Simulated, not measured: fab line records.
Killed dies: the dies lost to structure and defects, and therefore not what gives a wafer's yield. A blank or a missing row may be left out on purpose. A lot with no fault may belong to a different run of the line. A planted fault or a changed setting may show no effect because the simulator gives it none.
Chamber matching    flow nand-harc    NHARC_A_BLC_STRIP_21 on rie-diel-09: 4 sister chambers
The step strips in O2. 22 wafers are shown with their chamber, then 11 later ones without.

WAFERS, EACH WITH ITS CHAMBER
wafer   chamber  drypump-motor-current-A (A)  oes-product-au (a.u.)  rf-vpp-V (V)
L074.1  0        5.8                          1.003                  57.7
L074.3  1        5.6                          1.003                  57.3
L074.5  0        5.8                          0.981                  57.8
L075.1  1        5.6                          1.020                  57.7
L075.2  0        5.8                          0.987                  57.0
L075.3  3        5.9                          0.971                  57.5
L077.1  1        5.6                          1.017                  57.3
L077.2  3        5.9                          0.987                  57.9
L077.3  2        6.1                          0.973                  57.1
L082.2  2        6.2                          0.980                  57.0
L082.5  2        6.2                          0.982                  57.3
L082.6  3        5.9                          0.983                  58.6
L087.1  1        5.6                          1.006                  57.2
L087.5  1        5.6                          1.010                  58.6
L087.6  0        5.8                          0.974                  57.7
L086.2  1        5.6                          1.020                  56.4
L086.3  0        5.8                          0.984                  57.7
L086.5  1        5.6                          1.026                  57.6
L083.4  0        5.8                          0.977                  56.4
L083.5  1        5.6                          1.006                  57.9
L083.6  2        6.1                          0.971                  57.4
L088.1  3        5.9                          1.008                  57.9

SIGNATURES, as means of the wafers listed above
reading                  chamber 0  chamber 1  chamber 2  chamber 3  scatter within a chamber
drypump-motor-current-A  5.800      5.600      6.150      5.900      0.0236
oes-product-au           0.98433    1.01350    0.97650    0.98725    0.01
rf-vpp-V                 57.383     57.500     57.200     57.975     0.533
Rule: for a wafer and a chamber, the distance is found by dividing, reading by reading, the gap between the wafer's reading and the chamber's mean by the reading's scatter, squaring, summing and taking the root. The wafer belongs to the nearest chamber; if the next one is less than 2 further off, it can't be placed. The scatter: take each reading less its chamber's mean, square it, sum over the shown wafers, divide by the number of wafers less the number of chambers, and take the root.

WAFERS WITH NO CHAMBER GIVEN
wafer   drypump-motor-current-A (A)  oes-product-au (a.u.)  rf-vpp-V (V)
L088.2  5.6                          1.024                  56.4
L088.4  5.8                          0.978                  56.7
L090.4  5.6                          1.010                  57.0
L090.5  6.1                          0.974                  57.1
L090.6  5.9                          0.999                  57.6
L093.1  5.5                          1.006                  57.9
L093.2  5.8                          0.976                  57.9
L093.3  6.2                          0.983                  58.8
L091.2  5.8                          0.967                  58.5
L091.4  5.9                          0.986                  58.0
L091.5  5.9                          0.993                  56.8

THE CHAMBER EACH PASSED THROUGH
wafer   from the rows above  in truth
L088.2  1                    1
L088.4  0                    0
L090.4  1                    1
L090.5  2                    2
L090.6  3                    3
L093.1  1                    1
L093.2  0                    0
L093.3  2                    2
L091.2  0                    0
L091.4  3                    3
L091.5  3                    3
11 of 11 placed correctly. Not placeable from these rows: 0. Wrongly placed: 0.
